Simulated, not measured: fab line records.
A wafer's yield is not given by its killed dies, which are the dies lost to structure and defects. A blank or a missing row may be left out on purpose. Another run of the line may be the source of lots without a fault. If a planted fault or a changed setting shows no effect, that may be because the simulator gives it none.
Comparing a struck lot with a sound one    flow n5_finfet    34 steps out of a route of 1938
Sound: these wafers, L831.2, L831.3, L831.4. The struck wafers were L835.1, L835.5, L835.6. The cause comes at the end.
Order at every step that has rows: each side's tool, ch and its chambers, its first start. Under that, the readings that differ: sound wafers    struck wafers    difference of the means    sigmas: that difference in standard deviations of wafers without a fault.
alike: same words and numbers on both sides, and readings whose means sit less than 2 such deviations apart. not compared: any withheld reading, any reading some wafer has no value for, any bound like >300 that may hide the same value, and any number with overlapping values for which the record gives no deviation.
The two part at a step that has a row with sigmas, a row that says differs or no value, or rows on one side only. Numbers that don't overlap but have no deviation are shown without sigmas and don't part them. A reading missing from all wafers of one side parts the sides only when that side holds two or more wafers.

first, 10 steps without rows for these wafers: N5_BEOL_M9_HM_STRIP_39 (strips TiN in peroxide tin strip, target depth 25 nm, time 158 s); N5_BEOL_M9_SRD_40 (time 30 s); N5_BEOL_M9_PRECLEAN_42 (cleans in residue remover, time 60 s); N5_BEOL_M9_SRD_43 (time 30 s); N5_BEOL_M9_CURE_72 (cures SiCOH lowk, time 120 s); N5_BEOL_M9_DEGAS_44 (time 60 s); N5_BEOL_M9_PRE_CLEAN_45 (time 30 s); N5_BEOL_M9_ALD_74 (deposits TaN, target thk 2 nm, pulse time 2 s, purge time 3 s); N5_BEOL_M9_SURFACE_TREAT_79; N5_BEOL_M9_CVD_78 (deposits Co from CCTBA/H2, target thk 2 nm, time 138.9 s).
N5_BEOL_M9_SPUTTER_48: material Cu, target thk 12 nm, time 2 s.
  sound on pvd_sputter-01 at day 11 22:52; struck on pvd_sputter-01 at day 12 15:04
  alike: throttle_valve_pct
then, 22 steps without rows for these wafers: N5_BEOL_M9_ECD_50 (material Cu, target thk 318 nm); N5_BEOL_M9_ANNEAL_51 (time 90 s); N5_BEOL_M9_CMP_52 (polishes, stops on SiCOH lowk, t overpolish 7 s, target thk 140 nm); N5_BEOL_M9_PRE_CLEAN_55 (time 15 s); N5_BEOL_M9_DEP_56 (deposits SiCN from 3MS/NH3, target thk 15 nm, time 26.5 s); N5_BEOL_M10_ILD_DEP_00 (deposits SiCOH lowk from DEMS/porogen, target thk 308.51 nm, time 58 s); N5_BEOL_M10_CURE_71 (cures SiCOH lowk, time 240 s); N5_BEOL_M10_PECVD_70 (deposits SiO2 from TEOS/O2, target thk 20 nm, time 22.7 s); N5_BEOL_M10_HM_DEP_02 (deposits TiN, target thk 20 nm); N5_BEOL_M10_COAT_59 (time 60 s, resist thk 100 nm); N5_BEOL_M10_COAT_60 (time 60 s, resist thk 30 nm); N5_BEOL_M10_COAT_05 (resist thk 90 nm); N5_BEOL_M10_EBR_07; N5_BEOL_M10_SOFTBAKE_06 (time 60 s); N5_BEOL_M10_EXPOSE_08 (exposes mask M10); N5_BEOL_M10_PEB_09 (peb time 60 s); N5_BEOL_M10_DEVELOP_10 (develop time 30 s); N5_BEOL_M10_DESCUM_16 (chemistry O2, time 7.9 s); N5_BEOL_M10_ETCH_61 (etches SiARC in CF4, target depth 39 nm, time 65 s); N5_BEOL_M10_ETCH_62 (etches SOC in N2/H2, target depth 110 nm, overetch 22 nm, time 165 s); N5_BEOL_M10_STRIP_68 (strips in N2/H2); N5_BEOL_M10_STRIP_67 (strips in CF4).
-- here the record skips 3 days between the struck wafers' starts before and after, leaving off in module BEOL_M10 and picking up in module PASSIVATION (first step shown: number 1936 of the route) --
N5_PASSIVATION_PROBE_49:
  sound on prober-01 at day 14 13:10; struck on prober-01 at day 15 10:00
reading                   sound           struck          difference  sigmas
defect_limited_yield (%)  90.7 91.9 91.9  80.1 79.7 83.3  -10.5       -7
killed_at_M4_up           7 10 13         155 160 77      +121        +22
killed_dies               110 96 96       235 239 197     +123        +8
killed_on_rim             9 10 21         25 25 38        +16         +4
sort_bin_5_function (%)   5.1 5.0 4.1     11.9 11.9 8.8   +6.1        +7
sort_n_pass               1070 1084 1082  945 941 983     -122        -6
sort_yield_pct (%)        90.7 91.9 91.7  80.1 79.7 83.3  -10.4       -6
  alike: killed_at_M0_to_M3, killed_at_contacts, killed_at_front_end, killed_at_other, killed_open, killed_short, sort_bin_4_leakage, sort_bin_6_memory

## WHERE THEY PART
N5_PASSIVATION_PROBE_49 only, going by this record.

WHY: whatever the simulator had introduced
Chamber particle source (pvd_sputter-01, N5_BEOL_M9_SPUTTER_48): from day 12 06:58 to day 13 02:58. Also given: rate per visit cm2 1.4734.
